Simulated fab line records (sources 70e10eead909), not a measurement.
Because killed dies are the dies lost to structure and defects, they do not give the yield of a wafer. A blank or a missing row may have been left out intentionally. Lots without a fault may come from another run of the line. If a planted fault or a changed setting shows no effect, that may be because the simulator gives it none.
fab line records	flow nand_harc
record: lots: 24	wafers: 72	last_day: 33
route steps=1302 shown P_M0@270 P_M1@315 P_M2@330 P_BONDPAD@353
lots that met no fault: from a run of the same line without faults
start_h: start of the lot's first displayed wafer, in hours after the record's first day	wait_h: hours elapsed since this lot's preceding step	" unchanged from the row above	L1.1+2: a row that stands for several wafers	- either no value or no given start	* or withheld: withheld	< > ~ a bound
route shown NAME@n: NAME is a module with steps in the file, n the number in the route of the first one	usual: the fault-free wafers' mean and standard deviation	same: alike in all rows	chamber/n: place in a boat	sites: readings site by site	_std_site: their standard deviation	_edge_site: the outer-site mean with the inner-site mean subtracted	radius_mm: for every site, how far away it sits from the centre of the wafer	mask NAME#n: copy n	behind: the tool/chamber that last shaped the wafer	hold: the reason the lot was held/the length of the hold in hours/how it ended	device: whichever transistor did not switch (one of n, p or np)	end of line: tests of these same wafers at the route's end	step lacking rows: just its recipe	killed: the dies lost at the first sort to structure and to defects; this is not the yield of the wafer	map: a wafer's dies, x killed, . not, _ none there
set.NAME: the setting the step ran with; set.NAME@STEP: the setting that earlier step ran with	model.NAME: the simulator's own value behind a step, which no gauge read
steps of the route over a sample of lots; a table a step, a row a wafer
services: a tool's chamber out of use, with start hour (start_h, from the record's first day; less than 0 if before it), hours out, and reason
== steps ==
step: NHARC_P_M0_STRIP_18
recipe: power_w: 1000	n2_flow_sccm: 150	h2_flow_sccm: 150	ar_flow_sccm: 0	bias_w: 0	chemistry: N2/H2
usual: chamber_pressure_mTorr: 30.000/0.027	drypump_motor_current_A: 5.7/0.36	oes_product_au: 0.996/0.013	power_w: 1000/3.2	rf_vpp_V: 90.4/0.99	showerhead_plenum_p_Torr: 1.99/0.099	throttle_valve_pct: 14.171/0.0084
lot.wafer	tool	chamber	start_h	wait_h	chamber_pressure_mTorr	drypump_motor_current_A	oes_product_au	power_w	rf_hours_counter_h	rf_vpp_V	showerhead_plenum_p_Torr	throttle_valve_pct
L074.2	rie_diel-02	0	119.33	0.1	29.992	6.5	0.980	998	16	91.5	2.16	14.169
L074.3	"	1	"	"	30.012	5.7	0.995	1003	21	89.9	1.90	14.178
L074.6	"	0	"	"	30.028	6.4	0.982	1004	-	91.0	2.16	14.162
L075.3	rie_diel-11	1	126.96	0.1	30.013	5.7	0.968	1002	7	89.2	1.89	14.162
L075.4	"	3	"	"	30.005	5.9	0.980	1003	3	90.2	2.06	14.171
L075.6	"	1	"	"	29.987	5.7	0.981	1000	-	89.6	1.89	14.163
L076.1	rie_diel-11	1	143.46	0.1	29.961	5.7	0.987	1004	11	90.8	1.89	14.177
L076.6	"	1	"	"	29.977	5.7	0.990	999	-	89.3	1.89	14.180
L076.5	"	2	"	"	29.961	5.7	0.979	992	-	90.5	1.95	14.169
L077.4	rie_diel-11	1	149.54	0.1	29.980	5.7	0.970	997	13	90.8	1.89	14.168
L077.1	"	2	"	"	30.021	5.7	0.989	998	13	89.9	1.95	14.174
L077.5	"	3	"	"	30.036	5.9	0.983	994	-	90.1	2.06	14.171
L079.1	rie_diel-11	0	172.18	0.2	29.995	6.0	0.993	999	11	90.0	1.88	14.172
L079.4	"	1	"	"	30.013	5.7	0.989	1000	16	89.7	1.89	14.180
L079.6	"	0	"	"	30.061	6.0	1.004	997	-	89.3	1.88	14.155
L078.3	rie_diel-11	1	172.76	0.1	29.989	5.7	0.985	1000	16	90.1	1.89	14.174
L078.1	"	2	"	"	30.001	5.7	0.979	1004	16	90.7	1.95	14.180
L078.5	"	0	"	"	29.986	6.0	0.996	1006	-	89.5	1.88	14.184
L080.2	rie_diel-13	0	190.63	0.1	30.001	5.5	1.016	998	6	91.7	2.13	14.169
L080.1	"	2	"	"	29.994	6.1	0.978	1000	7	92.7	2.05	14.178
L080.5	"	0	"	"	29.961	5.5	1.013	999	-	91.8	2.13	14.167
L081.1	rie_diel-02	1	201.80	0.1	30.010	5.7	1.002	1000	54	89.8	1.89	14.178
L081.4	"	2	"	"	30.019	5.3	0.975	997	55	89.5	2.03	14.162
L081.6	"	1	"	"	29.978	5.7	1.001	996	-	90.2	1.89	14.177
L082.3	rie_diel-11	1	202.05	0.1	30.031	5.7	0.987	1003	23	87.4	1.89	14.175
L082.1	"	2	"	"	29.964	5.7	0.979	1003	23	90.3	1.95	14.175
L082.6	"	2	"	"	29.963	5.7	0.982	1004	-	91.0	1.95	14.173
L083.4	rie_diel-11	1	220.72	0.1	30.037	5.7	1.000	996	27	89.6	1.89	14.194
L083.3	"	2	"	"	30.009	5.7	0.967	998	28	90.5	1.95	14.165
L083.2	"	0	"	"	29.967	6.0	1.002	992	22	91.0	1.88	14.168
L084.1	rie_diel-02	2	228.41	0.1	30.055	5.3	1.006	1002	1	90.8	2.03	14.184
L084.2	"	3	"	"	29.979	5.1	0.994	1003	1	91.2	2.05	14.170
L084.6	"	1	"	"	30.024	5.7	1.010	993	-	91.1	1.89	14.158
L085.3	rie_diel-02	2	234.91	0.1	30.011	5.3	1.005	1000	5	91.7	2.02	14.173
L085.4	"	0	"	"	30.001	6.4	1.006	1002	3	89.9	2.14	14.162
L085.5	"	2	"	"	29.998	5.3	1.009	1002	-	91.3	2.02	14.170
L086.4	rie_diel-11	3	241.30	0.1	29.980	5.9	0.990	1004	25	90.1	2.05	14.173
L086.5	"	0	"	"	30.047	6.0	1.012	998	-	90.3	1.88	14.177
L086.6	"	1	"	"	29.965	5.7	0.990	992	-	90.4	1.89	14.167
L087.1	rie_diel-02	2	247.22	0.2	30.025	5.3	0.999	1001	11	90.6	2.02	14.174
L087.6	"	3	"	"	30.017	5.1	0.994	1001	-	91.5	2.05	14.170
L087.5	"	0	"	"	29.978	6.4	1.006	1006	-	92.2	2.14	14.172
L088.1	rie_diel-13	3	265.94	0.1	30.002	5.2	1.015	1000	31	91.1	2.09	14.154
L088.4	"	0	"	"	30.000	5.5	1.020	998	30	91.2	2.12	14.189
L088.6	"	3	"	"	30.003	5.2	1.019	1001	-	91.7	2.09	14.170
L089.2	rie_diel-11	0	269.46	0.1	29.978	6.0	1.014	1002	0	89.5	2.22	14.178
L089.6	"	0	"	"	30.008	6.0	1.020	1005	-	91.5	2.22	14.176
L089.5	"	1	"	"	30.030	5.7	1.003	995	-	89.0	1.88	14.183
L090.4	rie_diel-02	0	290.01	0.1	29.991	6.4	0.995	1003	22	92.2	2.14	14.145
L090.1	"	1	"	"	30.003	5.7	1.005	1000	25	91.3	1.88	14.164
L090.5	"	3	"	"	29.994	5.1	0.983	1002	-	89.3	2.04	14.185
L091.1	rie_diel-13	2	292.29	0.1	30.032	6.0	1.009	1001	43	90.1	2.04	14.166
L091.3	"	0	"	"	30.004	5.5	1.010	1001	41	90.5	2.11	14.175
L091.4	"	1	"	"	30.032	6.1	1.024	1000	41	89.3	1.87	14.170
L092.3	rie_diel-13	0	308.30	0.1	29.935	5.5	1.007	997	45	90.5	2.11	14.181
L092.2	"	3	"	"	29.990	5.2	1.003	997	47	91.4	2.08	14.167
L092.4	"	0	"	"	29.990	5.5	0.996	1000	-	91.5	2.11	14.179
L093.4	rie_diel-02	1	308.82	0.1	30.004	5.7	1.000	1004	30	88.9	1.88	14.173
L093.2	"	3	"	"	29.966	5.1	0.990	999	29	91.6	2.04	14.178
L093.6	"	1	"	"	30.050	5.7	1.005	998	-	90.1	1.88	14.156
L094.1	rie_diel-02	2	322.88	0.1	29.962	5.3	1.002	1002	36	91.8	2.01	14.164
L094.6	"	1	"	"	30.013	5.7	1.004	1002	-	90.0	1.88	14.163
L094.4	"	2	"	"	29.983	5.3	1.021	1003	-	90.8	2.01	14.178
L095.2	rie_diel-11	2	342.36	0.1	29.953	5.7	0.976	1002	12	90.6	1.94	14.166
L095.5	"	2	"	"	30.022	5.7	0.994	996	-	90.8	1.94	14.177
L095.6	"	3	"	"	29.941	5.9	0.993	1004	-	90.9	2.05	14.168
L096.3	rie_diel-11	2	353.71	0.1	29.960	5.7	0.986	1006	14	89.6	1.94	14.168
L096.1	"	3	"	"	29.969	5.9	0.993	998	11	90.5	2.05	14.167
L096.6	"	1	"	"	29.960	5.7	0.997	998	-	91.1	1.88	14.164
L097.2	rie_diel-02	0	356.76	0.1	30.005	6.4	1.017	1000	41	92.3	2.13	14.177
L097.3	"	1	"	"	30.011	5.7	0.991	1003	47	88.6	1.88	14.183
L097.1	"	2	"	"	29.988	5.3	1.004	998	48	89.8	2.01	14.179
step: NHARC_P_M1_INSPECT_27
usual: raw_defect_count: 304/120
lot.wafer	tool	chamber	start_h	wait_h	raw_defect_count
L074.2	defect_inspect-02	-	125.44	0.0	235
L074.3	"	-	"	"	196
L074.6	"	-	"	"	126
L075.3	defect_inspect-02	-	133.33	0.0	193
L075.4	"	-	"	"	426
L075.6	"	-	"	"	265
L076.1	defect_inspect-01	-	149.87	0.0	339
L076.5	"	-	"	"	295
L076.6	"	-	"	"	306
L077.1	defect_inspect-02	-	155.71	0.0	431
L077.4	"	-	"	"	266
L077.5	"	-	"	"	481
L079.1	defect_inspect-01	-	178.31	0.0	406
L079.4	"	-	"	"	510
L079.6	"	-	"	"	436
L078.1	defect_inspect-01	-	178.98	0.0	233
L078.3	"	-	"	"	247
L078.5	"	-	"	"	398
L080.1	defect_inspect-01	-	196.90	0.0	137
L080.2	"	-	"	"	211
L080.5	"	-	"	"	89
L081.1	defect_inspect-01	-	208.02	0.0	422
L081.4	"	-	"	"	733
L081.6	"	-	"	"	383
L082.1	defect_inspect-02	-	208.35	0.0	507
L082.3	"	-	"	"	294
L082.6	"	-	"	"	239
L083.2	defect_inspect-02	-	226.96	0.0	255
L083.3	"	-	"	"	428
L083.4	"	-	"	"	426
L084.1	defect_inspect-01	-	234.62	0.0	516
L084.2	"	-	"	"	378
L084.6	"	-	"	"	327
L085.3	defect_inspect-01	-	241.37	0.0	186
L085.4	"	-	"	"	325
L085.5	"	-	"	"	154
L086.4	defect_inspect-01	-	247.51	0.0	178
L086.5	"	-	"	"	256
L086.6	"	-	"	"	466
L087.1	defect_inspect-02	-	253.42	0.0	440
L087.5	"	-	"	"	271
L087.6	"	-	"	"	484
L088.1	defect_inspect-01	-	272.31	0.0	171
L088.4	"	-	"	"	390
L088.6	"	-	"	"	214
L089.2	defect_inspect-02	-	276.00	0.0	224
L089.5	"	-	"	"	221
L089.6	"	-	"	"	161
L090.1	defect_inspect-02	-	296.05	0.0	292
L090.4	"	-	"	"	134
L090.5	"	-	"	"	152
L091.1	defect_inspect-02	-	298.52	0.0	272
L091.3	"	-	"	"	218
L091.4	"	-	"	"	350
L092.2	defect_inspect-02	-	314.65	0.0	308
L092.3	"	-	"	"	237
L092.4	"	-	"	"	341
L093.2	defect_inspect-02	-	314.97	0.0	398
L093.4	"	-	"	"	182
L093.6	"	-	"	"	213
L094.1	defect_inspect-02	-	329.13	0.0	186
L094.4	"	-	"	"	197
L094.6	"	-	"	"	343
L095.2	defect_inspect-01	-	348.48	0.0	224
L095.5	"	-	"	"	255
L095.6	"	-	"	"	260
L096.1	defect_inspect-01	-	359.94	0.0	650
L096.3	"	-	"	"	523
L096.6	"	-	"	"	449
L097.1	defect_inspect-02	-	362.89	0.0	324
L097.2	"	-	"	"	300
L097.3	"	-	"	"	137
step: NHARC_P_M1_PRE_CLEAN_32
recipe: time_s: 12	temp_c: 370	rf_power_w: 300	gas: NH3
usual: heater_power_w: 636/68
lot.wafer	tool	chamber	start_h	wait_h	heater_power_w
L074.2	pecvd-04	0	125.50	0.1	585
L074.3	"	2	"	"	650
L074.6	"	1	"	"	714
L075.3	pecvd-04	1	133.43	0.1	582
L075.4	"	0	"	"	507
L075.6	"	1	"	"	605
L076.1	pecvd-04	1	149.94	0.1	648
L076.5	"	1	"	"	636
L076.6	"	2	"	"	597
L077.1	pecvd-01	0	155.81	0.1	688
L077.5	"	0	"	"	683
L077.4	"	1	"	"	658
L079.1	pecvd-01	2	178.39	0.1	633
L079.6	"	2	"	"	639
L079.4	"	0	"	"	603
L078.1	pecvd-03	2	179.04	0.1	692
L078.3	"	0	"	"	538
L078.5	"	2	"	"	684
L080.1	pecvd-01	1	197.02	0.1	754
L080.2	"	2	"	"	658
L080.5	"	0	"	"	612
L081.1	pecvd-01	2	208.09	0.1	635
L081.6	"	0	"	"	657
L081.4	"	1	"	"	733
L082.1	pecvd-03	0	208.42	0.1	581
L082.3	"	1	"	"	729
L082.6	"	0	"	"	596
L083.3	pecvd-04	0	227.02	0.1	570
L083.2	"	1	"	"	669
L083.4	"	0	"	"	580
L084.2	pecvd-04	1	234.68	0.1	647
L084.1	"	0	"	"	550
L084.6	"	1	"	"	636
L085.3	pecvd-03	1	241.44	0.1	645
L085.4	"	1	"	"	637
L085.5	"	0	"	"	538
L086.4	pecvd-04	2	247.62	0.1	603
L086.5	"	2	"	"	624
L086.6	"	0	"	"	579
L087.1	pecvd-04	2	253.51	0.1	596
L087.5	"	0	"	"	579
L087.6	"	2	"	"	591
L088.1	pecvd-03	1	272.41	0.1	757
L088.6	"	0	"	"	581
L088.4	"	1	"	"	735
L089.2	pecvd-01	2	276.25	0.2	570
L089.5	"	0	"	"	665
L089.6	"	1	"	"	646
L090.1	pecvd-01	1	296.13	0.1	715
L090.4	"	1	"	"	722
L090.5	"	2	"	"	652
L091.1	pecvd-04	0	298.59	0.1	544
L091.3	"	2	"	"	626
L091.4	"	0	"	"	561
L092.2	pecvd-04	0	314.99	0.3	539
L092.3	"	1	"	"	593
L092.4	"	1	"	"	590
L093.2	pecvd-03	0	315.09	0.1	596
L093.4	"	1	"	"	721
L093.6	"	2	"	"	811
L094.1	pecvd-04	0	329.21	0.1	495
L094.4	"	2	"	"	563
L094.6	"	0	"	"	500
L095.2	pecvd-01	0	348.58	0.1	652
L095.6	"	1	"	"	683
L095.5	"	0	"	"	668
L096.1	pecvd-01	2	360.01	0.1	689
L096.3	"	1	"	"	655
L096.6	"	1	"	"	642
L097.1	pecvd-03	0	362.96	0.1	594
L097.2	"	1	"	"	724
L097.3	"	2	"	"	787
step: NHARC_P_M2_INSPECT_11
usual: raw_defect_count: 4.9/3
lot.wafer	tool	chamber	start_h	wait_h	raw_defect_count
L074.2	defect_inspect-02	-	126.82	0.0	7
L074.3	"	-	"	"	3
L074.6	"	-	"	"	8
L075.3	defect_inspect-01	-	135.25	0.0	2
L075.4	"	-	"	"	4
L075.6	"	-	"	"	1
L076.1	defect_inspect-01	-	151.38	0.0	3
L076.5	"	-	"	"	9
L076.6	"	-	"	"	7
L077.1	defect_inspect-01	-	157.23	0.0	8
L077.4	"	-	"	"	14
L077.5	"	-	"	"	3
L079.1	defect_inspect-01	-	179.83	0.0	0
L079.4	"	-	"	"	3
L079.6	"	-	"	"	4
L078.1	defect_inspect-01	-	180.50	0.0	4
L078.3	"	-	"	"	6
L078.5	"	-	"	"	3
L080.1	defect_inspect-02	-	198.43	0.0	5
L080.2	"	-	"	"	3
L080.5	"	-	"	"	0
L081.1	defect_inspect-02	-	209.56	0.0	4
L081.4	"	-	"	"	7
L081.6	"	-	"	"	3
L082.1	defect_inspect-02	-	209.84	0.0	3
L082.3	"	-	"	"	3
L082.6	"	-	"	"	3
L083.2	defect_inspect-01	-	228.47	0.0	16
L083.3	"	-	"	"	8
L083.4	"	-	"	"	3
L084.1	defect_inspect-02	-	236.04	0.0	1
L084.2	"	-	"	"	8
L084.6	"	-	"	"	6
L085.3	defect_inspect-02	-	243.03	0.0	3
L085.4	"	-	"	"	6
L085.5	"	-	"	"	6
L086.4	defect_inspect-01	-	249.19	0.0	7
L086.5	"	-	"	"	4
L086.6	"	-	"	"	3
L087.1	defect_inspect-02	-	255.11	0.0	2
L087.5	"	-	"	"	3
L087.6	"	-	"	"	4
L088.1	defect_inspect-02	-	273.69	0.0	2
L088.4	"	-	"	"	3
L088.6	"	-	"	"	2
L089.2	defect_inspect-02	-	277.85	0.0	14
L089.5	"	-	"	"	9
L089.6	"	-	"	"	12
L090.1	defect_inspect-02	-	297.57	0.0	6
L090.4	"	-	"	"	6
L090.5	"	-	"	"	9
L091.1	defect_inspect-02	-	299.89	0.0	4
L091.3	"	-	"	"	4
L091.4	"	-	"	"	4
L092.2	defect_inspect-02	-	316.30	0.0	2
L092.3	"	-	"	"	10
L092.4	"	-	"	"	4
L093.2	defect_inspect-02	-	316.65	0.0	5
L093.4	"	-	"	"	4
L093.6	"	-	"	"	2
L094.1	defect_inspect-02	-	330.50	0.0	6
L094.4	"	-	"	"	5
L094.6	"	-	"	"	9
L095.2	defect_inspect-01	-	349.89	0.0	10
L095.5	"	-	"	"	3
L095.6	"	-	"	"	4
L096.1	defect_inspect-02	-	361.46	0.0	3
L096.3	"	-	"	"	2
L096.6	"	-	"	"	5
L097.1	defect_inspect-01	-	364.32	0.0	5
L097.2	"	-	"	"	7
L097.3	"	-	"	"	2
step: NHARC_P_M2_DESCUM_14
recipe: time_s: 3	o2_flow_sccm: 200	ar_flow_sccm: 0	bias_power_w: 0	chemistry: O2
usual: chamber_pressure_mTorr: 59.99/0.05	drypump_motor_current_A: 5.8/0.33	oes_product_au: 1.002/0.016	rf_vpp_V: 57.7/0.87	showerhead_plenum_p_Torr: 1.92/0.049	throttle_valve_pct: 11.311/0.0096
lot.wafer	tool	chamber	start_h	wait_h	chamber_pressure_mTorr	drypump_motor_current_A	oes_product_au	rf_hours_counter_h	rf_vpp_V	showerhead_plenum_p_Torr	throttle_valve_pct
L074.2	rie_diel-03	2	126.89	0.1	60.04	6.2	1.016	0.1	57.3	1.93	11.319
L074.3	"	3	"	"	59.99	5.8	1.007	0.1	58.5	1.92	11.304
L074.6	"	1	"	"	60.09	6.1	0.968	-	58.8	1.95	11.317
L075.4	rie_diel-03	3	135.31	0.1	59.98	5.7	1.019	0.6	59.3	1.92	11.318
L075.3	"	2	"	"	60.02	6.2	1.006	0.6	57.3	1.92	11.311
L075.6	"	3	"	"	60.01	5.7	1.024	-	58.1	1.92	11.321
L076.1	rie_diel-03	0	151.45	0.1	60.04	5.5	1.006	1.2	58.3	1.99	11.312
L076.5	"	3	"	"	59.93	5.8	1.016	-	59.0	1.92	11.311
L076.6	"	0	"	"	60.06	5.5	0.996	-	57.0	1.99	11.322
L077.4	rie_diel-03	3	157.30	0.1	60.05	5.7	1.021	1.6	58.3	1.92	11.294
L077.1	"	1	"	"	59.98	6.1	0.977	1.7	58.9	1.95	11.321
L077.5	"	3	"	"	59.91	5.8	1.020	-	58.3	1.92	11.328
L079.4	rie_diel-07	0	179.89	0.1	59.95	6.3	1.003	1.3	56.9	1.96	11.289
L079.1	"	1	"	"	60.01	6.0	0.985	1.8	56.4	1.90	11.315
L079.6	"	1	"	"	59.94	6.0	0.994	-	58.2	1.90	11.305
L078.1	rie_diel-03	3	180.57	0.1	60.04	5.8	1.015	2.1	57.6	1.92	11.311
L078.3	"	1	"	"	60.02	6.1	0.984	2.9	57.7	1.95	11.323
L078.5	"	3	"	"	59.87	5.8	1.008	-	58.5	1.92	11.314
L080.1	rie_diel-07	0	198.49	0.1	60.01	6.3	0.983	1.7	59.3	1.96	11.312
L080.2	"	2	"	"	59.96	5.6	1.002	2.7	57.6	1.90	11.313
L080.5	"	1	"	"	60.03	6.0	0.986	-	58.5	1.90	11.299
L081.4	rie_diel-03	2	209.63	0.1	59.94	6.2	1.013	4.3	56.6	1.92	11.310
L081.1	"	3	"	"	60.03	5.7	1.008	3.7	57.7	1.92	11.299
L081.6	"	1	"	"	60.00	6.1	0.966	-	58.2	1.95	11.307
L082.3	rie_diel-07	1	209.92	0.1	60.04	6.0	0.991	2.9	59.7	1.90	11.314
L082.1	"	2	"	"	59.88	5.6	1.008	3.9	56.2	1.90	11.299
L082.6	"	0	"	"	60.09	6.3	0.985	-	58.4	1.96	11.301
L083.2	rie_diel-07	0	228.53	0.1	60.03	6.3	0.988	2.8	58.4	1.96	11.315
L083.4	"	1	"	"	59.91	6.0	0.992	3.3	57.9	1.90	11.310
L083.3	"	2	"	"	59.95	5.5	0.995	4.3	59.7	1.90	11.310
L084.2	rie_diel-03	0	236.10	0.1	60.04	5.5	1.005	4.2	57.4	1.99	11.304
L084.1	"	1	"	"	60.01	6.1	0.969	5.2	58.1	1.95	11.314
L084.6	"	0	"	"	59.99	5.5	1.023	-	57.4	1.99	11.313
L085.3	rie_diel-03	1	243.09	0.1	59.96	6.1	0.968	5.8	56.8	1.95	11.304
L085.4	"	3	"	"	59.95	5.7	1.029	5.0	57.5	1.92	11.315
L085.5	"	2	"	"	59.94	6.2	1.024	-	57.6	1.92	11.324
L086.4	rie_diel-08	2	249.24	0.1	60.04	5.7	1.008	1.4	57.0	1.81	11.319
L086.5	"	2	"	"	59.98	5.7	1.004	-	56.7	1.81	11.315
L086.6	"	3	"	"	60.01	5.3	1.005	-	57.3	1.79	11.331
L087.1	rie_diel-07	3	255.20	0.1	59.97	5.4	0.999	4.5	55.9	1.93	11.326
L087.5	"	0	"	"	60.10	6.3	0.998	-	57.1	1.96	11.319
L087.6	"	1	"	"	60.03	6.0	0.997	-	57.5	1.90	11.298
L088.1	rie_diel-08	2	273.77	0.1	59.97	5.7	0.979	3.9	58.0	1.81	11.301
L088.4	"	3	"	"	60.02	5.3	0.999	4.0	58.5	1.79	11.322
L088.6	"	0	"	"	59.97	5.9	1.009	-	57.6	1.81	11.319
L089.2	rie_diel-03	1	277.92	0.1	59.96	6.1	0.957	8.3	58.0	1.94	11.319
L089.5	"	0	"	"	59.92	5.5	1.003	-	58.3	1.99	11.319
L089.6	"	1	"	"	60.00	6.1	0.944	-	58.2	1.94	11.322
L090.4	rie_diel-03	3	297.74	0.2	59.97	5.7	1.009	0.5	57.1	1.92	11.305
L090.1	"	2	"	"	60.03	6.2	1.001	0.2	57.7	1.92	11.306
L090.5	"	3	"	"	59.96	5.7	1.005	-	56.6	1.92	11.309
L091.1	rie_diel-03	0	299.95	0.1	60.04	5.5	1.009	0.6	56.7	1.99	11.321
L091.3	"	2	"	"	60.08	6.2	1.000	0.4	56.4	1.92	11.303
L091.4	"	3	"	"	60.03	5.8	1.019	0.5	58.2	1.92	11.322
L092.4	rie_diel-07	3	316.36	0.1	60.00	5.4	1.009	0.1	56.7	1.93	11.303
L092.2	"	0	"	"	60.04	6.3	1.018	0.2	57.2	1.96	11.325
L092.3	"	2	"	"	59.88	5.6	1.005	0.2	57.0	1.90	11.285
L093.4	rie_diel-08	3	316.71	0.1	59.92	5.3	0.995	6.6	58.1	1.78	11.310
L093.2	"	0	"	"	60.03	5.9	1.023	6.6	57.4	1.80	11.317
L093.6	"	3	"	"	60.06	5.3	0.989	-	57.0	1.78	11.305
L094.1	rie_diel-03	1	330.56	0.1	60.08	6.1	0.997	1.5	56.8	1.94	11.301
L094.4	"	0	"	"	60.07	5.5	1.006	1.6	57.1	1.99	11.305
L094.6	"	2	"	"	60.02	6.2	0.996	-	57.2	1.92	11.308
L095.2	rie_diel-07	3	349.98	0.1	59.90	5.4	1.002	2.1	58.0	1.93	11.296
L095.6	"	0	"	"	60.01	6.3	1.030	-	56.1	1.96	11.304
L095.5	"	3	"	"	59.95	5.3	1.008	-	57.9	1.93	11.322
L096.3	rie_diel-07	1	361.52	0.1	59.92	6.0	1.000	2.1	56.0	1.90	11.335
L096.1	"	0	"	"	59.95	6.2	1.027	2.7	58.1	1.96	11.302
L096.6	"	2	"	"	60.00	5.6	1.002	-	58.6	1.90	11.313
L097.1	rie_diel-07	2	364.38	0.1	59.98	5.5	1.014	2.9	58.1	1.90	11.296
L097.3	"	3	"	"	59.98	5.4	1.009	3.0	56.9	1.93	11.300
L097.2	"	0	"	"	59.93	6.3	1.029	3.7	58.5	1.96	11.316
step: NHARC_P_BONDPAD_THK_MEAS_33
recipe: thk_meas_gauge: ellipsometry
usual: thk_nm: 199.8/1.7
lot.wafer	tool	chamber	start_h	wait_h	thk_nm
L074.2	film_metro-01	-	130.70	0.2	198.2
L074.3	"	-	"	"	200.3
L074.6	"	-	"	"	201.6
L075.3	film_metro-02	-	139.27	0.2	200.2
L075.4	"	-	"	"	201.9
L075.6	"	-	"	"	198.7
L076.1	film_metro-02	-	155.24	0.2	200.1
L076.5	"	-	"	"	198.8
L076.6	"	-	"	"	196.0
L077.1	film_metro-02	-	161.56	0.2	199.5
L077.4	"	-	"	"	201.6
L077.5	"	-	"	"	201.3
L079.1	film_metro-02	-	183.67	0.1	201.7
L079.4	"	-	"	"	199.4
L079.6	"	-	"	"	201.7
L078.1	film_metro-01	-	184.32	0.2	201.7
L078.3	"	-	"	"	200.3
L078.5	"	-	"	"	199.3
L080.1	film_metro-02	-	202.28	0.2	198.6
L080.2	"	-	"	"	200.8
L080.5	"	-	"	"	197.2
L081.1	film_metro-02	-	213.42	0.2	197.2
L081.4	"	-	"	"	198.5
L081.6	"	-	"	"	196.6
L082.1	film_metro-01	-	213.72	0.2	199.2
L082.3	"	-	"	"	197.7
L082.6	"	-	"	"	195.1
L083.2	film_metro-01	-	232.35	0.2	198.0
L083.3	"	-	"	"	200.8
L083.4	"	-	"	"	201.5
L084.1	film_metro-01	-	239.88	0.2	200.9
L084.2	"	-	"	"	202.6
L084.6	"	-	"	"	199.9
L085.3	film_metro-02	-	247.06	0.2	202.1
L085.4	"	-	"	"	200.0
L085.5	"	-	"	"	200.9
L086.4	film_metro-01	-	253.20	0.2	200.1
L086.5	"	-	"	"	203.0
L086.6	"	-	"	"	203.0
L087.1	film_metro-02	-	259.19	0.2	199.5
L087.5	"	-	"	"	199.9
L087.6	"	-	"	"	201.8
L088.1	film_metro-01	-	278.25	0.2	200.4
L088.4	"	-	"	"	196.4
L088.6	"	-	"	"	196.0
L089.2	film_metro-02	-	281.73	0.2	197.1
L089.5	"	-	"	"	198.1
L089.6	"	-	"	"	200.8
L090.1	film_metro-02	-	301.55	0.2	199.1
L090.4	"	-	"	"	199.6
L090.5	"	-	"	"	200.2
L091.1	film_metro-02	-	303.78	0.2	198.0
L091.3	"	-	"	"	200.4
L091.4	"	-	"	"	200.3
L092.2	film_metro-02	-	320.14	0.2	199.5
L092.3	"	-	"	"	203.6
L092.4	"	-	"	"	201.6
L093.2	film_metro-01	-	320.49	0.2	199.5
L093.4	"	-	"	"	197.0
L093.6	"	-	"	"	200.4
L094.1	film_metro-02	-	334.35	0.2	199.5
L094.4	"	-	"	"	201.1
L094.6	"	-	"	"	199.2
L095.2	film_metro-01	-	353.85	0.2	199.3
L095.5	"	-	"	"	197.3
L095.6	"	-	"	"	197.4
L096.1	film_metro-02	-	365.30	0.2	198.5
L096.3	"	-	"	"	198.0
L096.6	"	-	"	"	198.6
L097.1	film_metro-01	-	368.16	0.2	200.4
L097.2	"	-	"	"	196.7
L097.3	"	-	"	"	200.7
== services ==
tool	chamber	start_h	hours	kind
rie_diel-11	0	101.69	3.3	repair
rie_diel-03	-	104.35	9.0	pm
rie_diel-07	-	117.20	9.0	pm
rie_diel-03	-	121.00	0.9	repair
pecvd-04	2	129.37	11.6	repair
rie_diel-11	0	130.24	16.0	repair
rie_diel-03	3	168.87	7.2	repair
rie_diel-02	1	178.38	5.0	repair
rie_diel-03	0	192.86	5.1	repair
rie_diel-03	0	199.95	7.8	repair
rie_diel-07	1	215.89	7.1	repair
rie_diel-02	-	217.62	9.0	pm
rie_diel-11	0	229.94	9.6	repair
pecvd-04	1	240.33	20.2	repair
rie_diel-02	-	254.62	0.6	repair
rie_diel-11	-	255.50	9.0	pm
rie_diel-11	1	266.49	2.9	repair
pecvd-04	-	269.19	13.0	pm
rie_diel-03	-	281.35	9.0	pm
pecvd-04	-	288.86	1.3	repair
rie_diel-07	-	294.20	9.0	pm
rie_diel-11	3	308.52	1.2	repair
rie_diel-02	0	319.48	10.2	repair
rie_diel-07	1	343.06	8.8	repair
== key ==
fault none
